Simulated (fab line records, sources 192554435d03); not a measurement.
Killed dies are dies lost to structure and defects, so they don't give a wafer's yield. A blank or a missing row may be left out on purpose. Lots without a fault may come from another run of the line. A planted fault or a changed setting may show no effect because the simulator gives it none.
Which tool did it? | flow n5_finfet | 20 lots, 60 wafers sampled, at 6 steps of a route of 1938

WHAT THE GAUGES READ, wafer by wafer
The record holds no reading of a measuring or inspecting step that can be judged against a usual standard deviation.

WHICH TOOL RAN EACH LOT (tool, then ch and the chambers of the sampled wafers, then the start)
lot  | N5_BEOL_M8_DESCUM_16               | N5_BEOL_M8_ETCH_61                 | N5_BEOL_M8_STRIP_67                | N5_BEOL_M8_CMP_52             | N5_BEOL_M8_DEP_56               | N5_BEOL_M9_ILD_DEP_00
L074 | rie_diel-05 ch 1,3, day 9 12:34    | rie_diel-05 ch 1,3, day 9 12:36    | rie_diel-05 ch 1,3, day 9 12:48    | cmp-04 ch 1,3, day 9 17:10    | pecvd-04 ch 0,1, day 9 17:31    | pecvd-03 ch 0,1, day 9 17:38
L075 | rie_diel-05 ch 0,3, day 9 21:59    | rie_diel-05 ch 0,3, day 9 22:01    | rie_diel-05 ch 0,3, day 9 22:14    | cmp-03 ch 2,3, day 10 01:18   | pecvd-01 ch 0,1, day 10 01:39   | pecvd-03 ch 0,2, day 10 01:47
L076 | rie_diel-05 ch 1,2, day 9 22:28    | rie_diel-05 ch 1,2, day 9 22:31    | rie_diel-05 ch 1,2, day 9 22:43    | cmp-03 ch 0,1,3, day 10 01:44 | pecvd-02 ch 0,1,2, day 10 02:06 | pecvd-03 ch 0,2, day 10 02:14
L077 | rie_diel-06 ch 1,3, day 10 03:57   | rie_diel-06 ch 1,3, day 10 03:59   | rie_diel-06 ch 1,3, day 10 04:11   | cmp-03 ch 0,3, day 10 09:12   | pecvd-04 ch 0,2, day 10 09:31   | pecvd-03 ch 1,2, day 10 09:41
L078 | rie_diel-05 ch 0,1,3, day 10 13:01 | rie_diel-05 ch 0,1,3, day 10 13:03 | rie_diel-05 ch 0,1,3, day 10 13:15 | cmp-04 ch 1,2,3, day 10 18:44 | pecvd-02 ch 0,1, day 10 19:05   | pecvd-03 ch 0,2, day 10 19:13
L079 | rie_diel-06 ch 0,1,2, day 10 22:28 | rie_diel-06 ch 0,1,2, day 10 22:30 | rie_diel-06 ch 0,1,2, day 10 22:42 | cmp-03 ch 1,2,3, day 11 04:52 | pecvd-02 ch 0,1,2, day 11 05:13 | pecvd-03 ch 0,2, day 11 05:21
L081 | rie_diel-02 ch 0,3, day 11 10:32   | rie_diel-02 ch 0,3, day 11 10:35   | rie_diel-02 ch 0,3, day 11 10:47   | cmp-03 ch 0,1,2, day 11 14:52 | pecvd-04 ch 0,1,2, day 11 15:13 | pecvd-01 ch 1,2, day 11 15:22
L080 | rie_diel-05 ch 2,3, day 12 06:52   | rie_diel-05 ch 2,3, day 12 06:53   | rie_diel-05 ch 2,3, day 12 07:05   | cmp-04 ch 1,2,3, day 12 12:32 | pecvd-04 ch 1,2, day 12 12:51   | pecvd-03 ch 1,2, day 12 12:59
L085 | rie_diel-06 ch 1,2,3, day 12 23:58 | rie_diel-06 ch 1,2,3, day 13 00:00 | rie_diel-06 ch 1,2,3, day 13 00:13 | cmp-04 ch 2,3, day 13 04:42   | pecvd-02 ch 1,2, day 13 05:01   | pecvd-01 ch 1,2, day 13 05:09
L087 | rie_diel-06 ch 1,2, day 13 07:41   | rie_diel-06 ch 1,2, day 13 07:43   | rie_diel-06 ch 1,2, day 13 07:55   | cmp-02 ch 1,2,3, day 13 12:37 | pecvd-04 ch 0,2, day 13 12:54   | pecvd-03 ch 0,1,2, day 13 13:02
L086 | rie_diel-05 ch 1,2,3, day 13 07:59 | rie_diel-05 ch 1,2,3, day 13 08:01 | rie_diel-05 ch 1,2,3, day 13 08:13 | cmp-03 ch 0,2,3, day 13 13:05 | pecvd-01 ch 1,2, day 13 13:27   | pecvd-04 ch 0,1, day 13 13:35
L084 | rie_diel-05 ch 1,2, day 13 11:19   | rie_diel-05 ch 1,2, day 13 11:20   | rie_diel-05 ch 1,2, day 13 11:32   | cmp-03 ch 0,1, day 13 17:45   | pecvd-01 ch 0,1,2, day 13 18:06 | pecvd-04 ch 0,1,2, day 13 18:14
L089 | rie_diel-05 ch 1,2, day 14 05:38   | rie_diel-05 ch 1,2, day 14 05:40   | rie_diel-05 ch 1,2, day 14 05:52   | cmp-02 ch 1,2,3, day 14 09:12 | pecvd-04 ch 0,1,2, day 14 09:30 | pecvd-03 ch 0,1,2, day 14 09:38
L088 | rie_diel-05 ch 0,2,3, day 14 11:08 | rie_diel-05 ch 0,2,3, day 14 11:10 | rie_diel-05 ch 0,2,3, day 14 11:22 | cmp-02 ch 0,2,3, day 14 17:50 | pecvd-02 ch 0,1, day 14 18:05   | pecvd-04 ch 0,2, day 14 18:14
L094 | rie_diel-06 ch 1,3, day 14 18:45   | rie_diel-06 ch 1,3, day 14 18:47   | rie_diel-06 ch 1,3, day 14 18:59   | cmp-04 ch 0,1,2, day 14 23:35 | pecvd-01 ch 0,1, day 14 23:56   | pecvd-04 ch 0,1,2, day 15 00:04
L090 | rie_diel-06 ch 0,1, day 15 01:37   | rie_diel-06 ch 0,1, day 15 01:38   | rie_diel-06 ch 0,1, day 15 01:50   | cmp-02 ch 1,2,3, day 15 06:07 | pecvd-02 ch 0,1, day 15 06:29   | pecvd-03 ch 0,2, day 15 06:37
L093 | rie_diel-05 ch 0,1, day 15 11:46   | rie_diel-05 ch 0,1, day 15 11:48   | rie_diel-05 ch 0,1, day 15 12:00   | cmp-03 ch 0,2,3, day 15 18:38 | pecvd-02 ch 0,2, day 15 18:53   | pecvd-04 ch 0,1, day 15 19:01
L092 | rie_diel-06 ch 2,3, day 15 13:11   | rie_diel-06 ch 2,3, day 15 13:13   | rie_diel-06 ch 2,3, day 15 13:25   | cmp-03 ch 0,1,2, day 15 17:44 | pecvd-01 ch 1,2, day 15 17:59   | pecvd-04 ch 0,1,2, day 15 18:07
L095 | rie_diel-02 ch 0,1,3, day 15 16:18 | rie_diel-02 ch 0,1,3, day 15 16:20 | rie_diel-02 ch 0,1,3, day 15 16:32 | cmp-03 ch 0,1,3, day 15 22:42 | pecvd-02 ch 0,1,2, day 15 23:04 | pecvd-01 ch 0,1, day 15 23:11
L097 | rie_diel-02 ch 0,1,3, day 16 00:29 | rie_diel-02 ch 0,1,3, day 16 00:31 | rie_diel-02 ch 0,1,3, day 16 00:43 | cmp-02 ch 1,2,3, day 16 08:26 | pecvd-02 ch 1,2, day 16 08:43   | pecvd-03 ch 0,1, day 16 08:52
- N5_BEOL_M8_DESCUM_16: chemistry O2, time 7.9 s.
- N5_BEOL_M8_ETCH_61: etches SiARC in CF4, target depth 45.5 nm, time 75.8 s.
- N5_BEOL_M8_STRIP_67: strips in CF4.
- N5_BEOL_M8_CMP_52: polishes, stops on SiCOH lowk, t overpolish 6.9 s, target thk 80 nm.
- N5_BEOL_M8_DEP_56: deposits SiCN from 3MS/NH3, target thk 10 nm, time 17.5 s.
- N5_BEOL_M9_ILD_DEP_00: deposits SiCOH lowk from DEMS/porogen, target thk 308.51 nm, time 58 s.

WHAT THE TOOLS THEMSELVES READ (means of the sampled wafers that have a number; where no wafer has one, the mark that the record gives instead)
N5_BEOL_M8_DESCUM_16.
lot  | tool        | drypump_motor_current_A (A) | oes_product_au (a.u.) | rf_vpp_V (V) | showerhead_plenum_p_Torr (Torr) | throttle_valve_pct (%)
L074 | rie_diel-05 | 5.9                         | 0.82                  | 243.5        | 2.06                            | 20.25
L075 | rie_diel-05 | 6.1                         | 0.82                  | 243.1        | 2.07                            | 20.31
L076 | rie_diel-05 | 6.4                         | 0.72                  | 243.3        | 2.08                            | 20.54
L077 | rie_diel-06 | 5.3                         | 0.70                  | 241.4        | 2.00                            | 20.66
L078 | rie_diel-05 | 6.2                         | 0.79                  | 243.5        | 2.08                            | 20.25
L079 | rie_diel-06 | 5.4                         | 0.68                  | 242.8        | 2.03                            | 20.82
L081 | rie_diel-02 | 5.7                         | 0.72                  | 243.2        | 2.09                            | 20.71
L080 | rie_diel-05 | 5.7                         | 0.78                  | 242.8        | 2.04                            | 20.50
L085 | rie_diel-06 | 5.1                         | 0.68                  | 242.4        | 2.04                            | 20.67
L087 | rie_diel-06 | 5.3                         | 0.67                  | 242.1        | 2.03                            | 20.94
L086 | rie_diel-05 | 6.2                         | 0.75                  | 242.0        | 2.07                            | 20.45
L084 | rie_diel-05 | 6.5                         | 0.72                  | 243.1        | 2.09                            | 20.37
L089 | rie_diel-05 | 6.6                         | 0.72                  | 243.3        | 2.09                            | 20.36
L088 | rie_diel-05 | 6.0                         | 0.75                  | 242.7        | 2.06                            | 20.52
L094 | rie_diel-06 | 5.2                         | 0.68                  | 241.4        | 1.99                            | 20.44
L090 | rie_diel-06 | 5.6                         | 0.75                  | 242.0        | 2.06                            | 20.79
L093 | rie_diel-05 | 6.5                         | 0.75                  | 243.3        | 2.08                            | 20.30
L092 | rie_diel-06 | 4.9                         | 0.86                  | 243.8        | 2.08                            | 20.32
L095 | rie_diel-02 | 6.0                         | 0.82                  | 243.1        | 2.11                            | 20.37
L097 | rie_diel-02 | 6.0                         | 0.81                  | 242.8        | 2.11                            | 20.37

N5_BEOL_M8_ETCH_61.
lot  | tool        | cf4_flow_sccm (sccm) | drypump_motor_current_A (A) | etch_rf_on_time_s (s) | oes_product_au (a.u.) | rf_vpp_V (V) | showerhead_plenum_p_Torr (Torr) | throttle_valve_pct (%)
L074 | rie_diel-05 | 99.9                 | 5.9                         | 78.7                  | 0.68                  | 183.2        | 2.11                            | 15.36
L075 | rie_diel-05 | 100.0                | 6.1                         | 74.7                  | 0.70                  | 184.3        | 2.14                            | 15.57
L076 | rie_diel-05 | 99.9                 | 6.4                         | 78.4                  | 0.61                  | 184.7        | 2.14                            | 15.75
L077 | rie_diel-06 | 100.3                | 5.3                         | 77.2                  | 0.60                  | 183.1        | 2.04                            | 15.80
L078 | rie_diel-05 | 100.0                | 6.2                         | 77.0                  | 0.68                  | 183.9        | 2.13                            | 15.46
L079 | rie_diel-06 | 99.9                 | 5.4                         | 78.2                  | 0.57                  | 183.7        | 2.09                            | 16.03
L081 | rie_diel-02 | 99.8                 | 5.7                         | 74.5                  | 0.62                  | 184.1        | 2.12                            | 15.81
L080 | rie_diel-05 | 100.0                | 5.7                         | 77.0                  | 0.66                  | 183.4        | 2.10                            | 15.64
L085 | rie_diel-06 | 100.1                | 5.1                         | 78.5                  | 0.58                  | 183.7        | 2.09                            | 15.85
L087 | rie_diel-06 | 99.9                 | 5.3                         | 78.7                  | 0.57                  | 183.0        | 2.08                            | 16.09
L086 | rie_diel-05 | 100.2                | 6.1                         | 78.6                  | 0.63                  | 184.3        | 2.12                            | 15.61
L084 | rie_diel-05 | 99.9                 | 6.5                         | 78.8                  | 0.61                  | 183.8        | 2.14                            | 15.57
L089 | rie_diel-05 | 100.2                | 6.6                         | 78.3                  | 0.60                  | 184.8        | 2.13                            | 15.59
L088 | rie_diel-05 | 100.0                | 6.0                         | 76.7                  | 0.65                  | 184.2        | 2.11                            | 15.75
L094 | rie_diel-06 | 100.4                | 5.2                         | 77.6                  | 0.58                  | 182.8        | 2.04                            | 15.64
L090 | rie_diel-06 | 100.1                | 5.6                         | 76.7                  | 0.64                  | 183.4        | 2.11                            | 15.91
L093 | rie_diel-05 | 100.0                | 6.5                         | 74.9                  | 0.65                  | 183.7        | 2.15                            | 15.62
L092 | rie_diel-06 | 100.1                | 4.9                         | 77.1                  | 0.73                  | 184.8        | 2.14                            | 15.54
L095 | rie_diel-02 | 100.2                | 6.0                         | 74.9                  | 0.70                  | 184.2        | 2.16                            | 15.56
L097 | rie_diel-02 | 99.6                 | 6.0                         | 73.9                  | 0.70                  | 184.2        | 2.16                            | 15.57

N5_BEOL_M8_STRIP_67.
lot  | tool        | cf4_flow_sccm (sccm) | drypump_motor_current_A (A) | oes_product_au (a.u.) | rf_vpp_V (V) | showerhead_plenum_p_Torr (Torr) | throttle_valve_pct (%)
L074 | rie_diel-05 | 149.9                | 5.9                         | 0.83                  | 270.4        | 1.76                            | 13.30
L075 | rie_diel-05 | 149.3                | 6.1                         | 0.81                  | 271.2        | 1.79                            | 13.50
L076 | rie_diel-05 | 149.5                | 6.4                         | 0.73                  | 271.9        | 1.78                            | 13.69
L077 | rie_diel-06 | 150.0                | 5.3                         | 0.71                  | 269.2        | 1.71                            | 13.79
L078 | rie_diel-05 | 149.9                | 6.2                         | 0.80                  | 271.6        | 1.78                            | 13.37
L079 | rie_diel-06 | 150.2                | 5.4                         | 0.69                  | 270.5        | 1.75                            | 14.00
L081 | rie_diel-02 | 150.3                | 5.7                         | 0.72                  | 271.2        | 1.77                            | 13.77
L080 | rie_diel-05 | 150.2                | 5.7                         | 0.78                  | 270.0        | 1.75                            | 13.58
L085 | rie_diel-06 | 149.5                | 5.1                         | 0.69                  | 269.8        | 1.75                            | 13.87
L087 | rie_diel-06 | 150.0                | 5.3                         | 0.68                  | 268.9        | 1.74                            | 14.07
L086 | rie_diel-05 | 150.0                | 6.1                         | 0.75                  | 271.3        | 1.76                            | 13.56
L084 | rie_diel-05 | 149.9                | 6.5                         | 0.73                  | 272.1        | 1.78                            | 13.53
L089 | rie_diel-05 | 149.2                | 6.6                         | 0.73                  | 271.0        | 1.78                            | 13.54
L088 | rie_diel-05 | 150.7                | 6.0                         | 0.76                  | 270.8        | 1.77                            | 13.70
L094 | rie_diel-06 | 150.1                | 5.2                         | 0.69                  | 269.5        | 1.71                            | 13.66
L090 | rie_diel-06 | 150.3                | 5.6                         | 0.76                  | 270.7        | 1.76                            | 13.87
L093 | rie_diel-05 | 149.9                | 6.5                         | 0.75                  | 271.6        | 1.79                            | 13.57
L092 | rie_diel-06 | 150.3                | 4.9                         | 0.86                  | 271.0        | 1.79                            | 13.50
L095 | rie_diel-02 | 150.1                | 6.0                         | 0.81                  | 271.1        | 1.80                            | 13.51
L097 | rie_diel-02 | 149.9                | 6.0                         | 0.80                  | 271.3        | 1.80                            | 13.52

N5_BEOL_M8_CMP_52.
lot  | tool   | barrier_field_endpoint_s (s) | motor_current_A (A) | overpolish_run_s (s) | time_to_endpoint_s (s)
L074 | cmp-04 | 29.5                         | 6.3                 | 6.900                | 66.9
L075 | cmp-03 | 29.2                         | 5.6                 | 6.906                | 59.9
L076 | cmp-03 | 28.2                         | 5.5                 | 6.900                | 58.2
L077 | cmp-03 | 29.0                         | 5.8                 | 6.902                | 59.4
L078 | cmp-04 | 29.1                         | 5.9                 | 6.893                | 66.2
L079 | cmp-03 | 28.1                         | 5.5                 | 6.898                | 62.2
L081 | cmp-03 | 29.2                         | 5.2                 | 6.897                | 66.3
L080 | cmp-04 | 29.0                         | 5.8                 | 6.901                | 63.7
L085 | cmp-04 | 29.6                         | 5.4                 | 6.897                | 64.4
L087 | cmp-02 | 28.7                         | 5.2                 | 6.891                | 61.3
L086 | cmp-03 | 28.6                         | 5.6                 | 6.906                | 63.1
L084 | cmp-03 | 29.8                         | 5.0                 | 6.899                | 63.6
L089 | cmp-02 | 29.1                         | 5.3                 | 6.900                | 65.6
L088 | cmp-02 | 29.2                         | 5.1                 | 6.903                | 63.2
L094 | cmp-04 | 30.2                         | 5.4                 | 6.897                | 64.5
L090 | cmp-02 | 28.1                         | 5.0                 | 6.886                | 61.9
L093 | cmp-03 | 28.9                         | 5.7                 | 6.895                | 58.5
L092 | cmp-03 | 28.2                         | 5.0                 | 6.898                | 60.9
L095 | cmp-03 | 28.4                         | 5.4                 | 6.893                | 64.8
L097 | cmp-02 | 28.9                         | 5.0                 | 6.900                | 62.2

N5_BEOL_M8_DEP_56.
lot  | tool     | showerhead_plenum_p_Torr (Torr) | showerhead_vpp_V (V) | throttle_valve_pct (%)
L074 | pecvd-04 | 3.671                           | 910                  | 8.7
L075 | pecvd-01 | 3.663                           | 864                  | 8.9
L076 | pecvd-02 | 3.658                           | 911                  | 8.8
L077 | pecvd-04 | 3.675                           | 968                  | 9.3
L078 | pecvd-02 | 3.668                           | 879                  | 9.0
L079 | pecvd-02 | 3.664                           | 904                  | 8.9
L081 | pecvd-04 | 3.673                           | 921                  | 8.8
L080 | pecvd-04 | 3.669                           | 892                  | 8.6
L085 | pecvd-02 | 3.660                           | 908                  | 9.1
L087 | pecvd-04 | 3.672                           | 954                  | 9.0
L086 | pecvd-01 | 3.658                           | 845                  | 8.7
L084 | pecvd-01 | 3.669                           | 857                  | 8.8
L089 | pecvd-04 | 3.673                           | 928                  | 9.0
L088 | pecvd-02 | 3.666                           | 868                  | 9.0
L094 | pecvd-01 | 3.673                           | 867                  | 8.9
L090 | pecvd-02 | 3.666                           | 898                  | 8.6
L093 | pecvd-02 | 3.654                           | 922                  | 8.6
L092 | pecvd-01 | 3.668                           | 840                  | 8.5
L095 | pecvd-02 | 3.657                           | 908                  | 8.9
L097 | pecvd-02 | 3.659                           | 921                  | 8.8

N5_BEOL_M9_ILD_DEP_00.
lot  | tool     | heater_power_w (W) | showerhead_plenum_p_Torr (Torr) | showerhead_vpp_V (V) | susceptor_temp_C (C) | throttle_valve_pct (%)
L074 | pecvd-03 | 360                | 5.746                           | 1334                 | 299.73               | 14.2
L075 | pecvd-03 | 349                | 5.756                           | 1421                 | 299.78               | 13.6
L076 | pecvd-03 | 334                | 5.734                           | 1439                 | 299.91               | 13.4
L077 | pecvd-03 | 325                | 5.725                           | 1408                 | 300.03               | 13.8
L078 | pecvd-03 | 348                | 5.734                           | 1456                 | 299.86               | 13.5
L079 | pecvd-03 | 312                | 5.730                           | 1444                 | 299.95               | 13.6
L081 | pecvd-01 | 279                | 5.732                           | 1343                 | 299.91               | 13.2
L080 | pecvd-03 | 345                | 5.730                           | 1423                 | 299.99               | 14.0
L085 | pecvd-01 | 281                | 5.730                           | 1321                 | 299.79               | 13.3
L087 | pecvd-03 | 330                | 5.741                           | 1387                 | 300.05               | 14.1
L086 | pecvd-04 | 243                | 5.755                           | 1420                 | 300.09               | 13.3
L084 | pecvd-04 | 262                | 5.745                           | 1475                 | 299.90               | 13.5
L089 | pecvd-03 | 350                | 5.743                           | 1383                 | 299.99               | 14.0
L088 | pecvd-04 | 272                | 5.743                           | 1492                 | 300.13               | 13.8
L094 | pecvd-04 | 257                | 5.754                           | 1457                 | 299.99               | 13.6
L090 | pecvd-03 | 328                | 5.735                           | 1436                 | 299.79               | 13.6
L093 | pecvd-04 | 217                | 5.754                           | 1498                 | 300.08               | 13.6
L092 | pecvd-04 | 238                | 5.749                           | 1475                 | 299.81               | 13.7
L095 | pecvd-01 | 310                | 5.745                           | 1356                 | 300.20               | 13.8
L097 | pecvd-03 | 348                | 5.756                           | 1325                 | 300.15               | 14.2

THE ANSWER, worked out from the rows above alone
Rule: what is usual is taken from the lots themselves. Put in order of their means at a reading, lots are off if they are a third of the lots or fewer, leave a main group of 4 or more, and stand apart from it by a gap of 3 or more times the standard deviation of the main group's means; of several such gaps the widest counts. A main group whose means are all the same, to the digits that the tables above print for the reading, isn't used. A lot without any number at a reading at which 4 lots or more have one is off too. The other lots that the step has rows for count as sound. The gauges are gone through in route order, then the tools' own readings, and for those a lot's mean is taken as printed above. The first step at which some lot is off is used, and at that step the reading that is off furthest; a lot without a number counts as furthest.
No lot is off at any reading shown: from this, nothing can be told.

WHAT THE SIMULATOR HAD PUT IN
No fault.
